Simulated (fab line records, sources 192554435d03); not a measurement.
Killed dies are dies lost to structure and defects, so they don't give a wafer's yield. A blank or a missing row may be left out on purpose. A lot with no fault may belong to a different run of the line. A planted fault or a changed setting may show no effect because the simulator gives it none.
Matching of chambers + flow n5_finfet + 4 sister chambers for N5_BEOL_M11_VIA_ETCH_34 on rie_diel-04
The step etches SiCOH lowk in C4F6/O2, target depth 184.5 nm, time 69.2 s. 16 wafers are shown with their chamber, then 7 later ones without.

EACH WAFER AND ITS CHAMBER
| wafer  | chamber | showerhead_plenum_p_Torr (Torr) | drypump_motor_current_A (A) | rf_vpp_V (V) |
|--------|---------|---------------------------------|-----------------------------|--------------|
| L202.2 | 0       | 2.93                            | 5.6                         | 645          |
| L202.4 | 1       | 2.91                            | 6.3                         | 686          |
| L202.6 | 0       | 2.93                            | 5.6                         | 645          |
| L207.2 | 3       | 2.91                            | 5.9                         | 669          |
| L207.5 | 3       | 2.91                            | 5.9                         | 667          |
| L207.6 | 0       | 2.92                            | 5.6                         | 643          |
| L208.2 | 0       | 2.92                            | 5.6                         | 645          |
| L208.4 | 0       | 2.92                            | 5.6                         | 643          |
| L208.5 | 2       | 2.75                            | 6.2                         | 671          |
| L212.1 | 1       | 2.91                            | 6.3                         | 687          |
| L212.2 | 3       | 2.91                            | 5.9                         | 670          |
| L212.6 | 2       | 2.75                            | 6.2                         | 670          |
| L210.1 | 3       | 2.91                            | 5.9                         | 668          |
| L210.3 | 2       | 2.75                            | 6.2                         | 670          |
| L210.4 | 1       | 2.91                            | 6.2                         | 687          |
| L213.4 | 1       | 2.90                            | 6.3                         | 686          |

SIGNATURES (means of the wafers above)
| reading                  | chamber 0 | chamber 1 | chamber 2 | chamber 3 | scatter within a chamber |
|--------------------------|-----------|-----------|-----------|-----------|--------------------------|
| showerhead_plenum_p_Torr | 2.9240    | 2.9075    | 2.7500    | 2.9100    | 0.00403                  |
| drypump_motor_current_A  | 5.600     | 6.275     | 6.200     | 5.900     | 0.025                    |
| rf_vpp_V                 | 644.20    | 686.50    | 670.33    | 668.50    | 0.978                    |
Rule: for each reading, subtract the chamber's mean from the wafer's reading, divide by that reading's scatter and square the result; add these up over the readings and take the root, which gives the wafer's distance from the chamber. The wafer belongs to the nearest chamber; if the next one is less than 2 further off, it can't be placed. The scatter: the root of (the sum of the squares of (reading less its chamber's mean) over the shown wafers, divided by (wafers less chambers)).

WAFERS WHOSE CHAMBER IS MISSING
| wafer  | showerhead_plenum_p_Torr (Torr) | drypump_motor_current_A (A) | rf_vpp_V (V) |
|--------|---------------------------------|-----------------------------|--------------|
| L213.5 | 2.91                            | 5.9                         | 669          |
| L215.2 | 2.91                            | 5.9                         | 669          |
| L215.4 | 2.75                            | 6.2                         | 671          |
| L215.5 | 2.92                            | 5.6                         | 644          |
| L222.2 | 2.89                            | 6.3                         | 687          |
| L222.3 | 2.90                            | 5.9                         | 668          |
| L222.4 | 2.74                            | 6.2                         | 670          |

CHAMBER TAKEN BY EACH
| wafer  | from the rows above | in truth |
|--------|---------------------|----------|
| L213.5 | 3                   | 3        |
| L215.2 | 3                   | 3        |
| L215.4 | 2                   | 2        |
| L215.5 | 0                   | 0        |
| L222.2 | 1                   | 1        |
| L222.3 | 3                   | 3        |
| L222.4 | 2                   | 2        |
Correct placement for 7 of the 7. Number that these rows cannot place: 0. Placed wrongly: 0.
